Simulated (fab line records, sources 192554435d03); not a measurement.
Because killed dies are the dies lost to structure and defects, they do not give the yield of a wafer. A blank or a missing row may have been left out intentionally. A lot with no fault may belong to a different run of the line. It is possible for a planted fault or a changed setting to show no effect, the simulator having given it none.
Matching of chambers    flow n5Finfet    N5_FIN_SAQP_ETCH_57 on rieDiel-04: 4 sister chambers
The step etches SiNx in CH3F/O2, target depth 32.5 nm, time 46.4 s. 16 wafers are shown with their chamber, then 8 later ones without.

WAFERS PAIRED WITH THEIR CHAMBERS
wafer   chamber  showerheadPlenumPTorr (Torr)  drypumpMotorCurrentA (A)  rfVppV (V)
L078.1  3        2.05                          5.6                       305
L078.4  0        1.96                          5.1                       280
L078.6  3        2.05                          5.6                       304
L083.1  0        1.96                          5.1                       280
L083.2  3        2.05                          5.6                       305
L083.3  2        2.02                          5.7                       313
L083.4  1        2.06                          6.3                       288
L083.5  0        1.96                          5.1                       280
L083.6  3        2.05                          5.6                       304
L086.3  3        2.05                          5.7                       306
L086.5  2        2.02                          5.7                       314
L086.6  1        2.06                          6.3                       288
L087.1  3        2.05                          5.7                       305
L087.2  1        2.06                          6.3                       289
L087.6  2        2.02                          5.7                       314
L089.1  0        1.95                          5.1                       279

SIGNATURES (means of the wafers above)
reading                chamber 0  chamber 1  chamber 2  chamber 3  scatter within a chamber
showerheadPlenumPTorr  1.9575     2.0600     2.0200     2.0500     0.0025
drypumpMotorCurrentA   5.100      6.300      5.700      5.633      0.0333
rfVppV                 279.75     288.33     313.67     304.83     0.64
Rule: a wafer lies at a distance from a chamber equal to the root of the sum of squares, over the readings, of (its reading less the chamber's mean, divided by the reading's scatter). The wafer belongs to the nearest chamber; if the next one is less than 2 further off, it can't be placed. The scatter: take each reading less its chamber's mean, square it, sum over the shown wafers, divide by the number of wafers less the number of chambers, and take the root.

WAFERS WITH NO CHAMBER GIVEN
wafer   showerheadPlenumPTorr (Torr)  drypumpMotorCurrentA (A)  rfVppV (V)
L089.2  2.05                          5.6                       305
L089.5  1.95                          5.1                       280
L090.2  1.95                          5.1                       280
L090.3  2.02                          5.7                       311
L090.6  2.05                          5.7                       305
L093.1  1.95                          5.1                       280
L093.3  2.06                          6.3                       288
L093.6  2.05                          6.3                       288

CHAMBER TAKEN BY EACH
wafer   from the rows above  in truth
L089.2  3                    3
L089.5  0                    0
L090.2  0                    0
L090.3  2                    2
L090.6  3                    3
L093.1  0                    0
L093.3  1                    1
L093.6  1                    1
Correctly placed: 8 of 8. Can't be placed from these rows: 0. Number placed wrongly: 0.
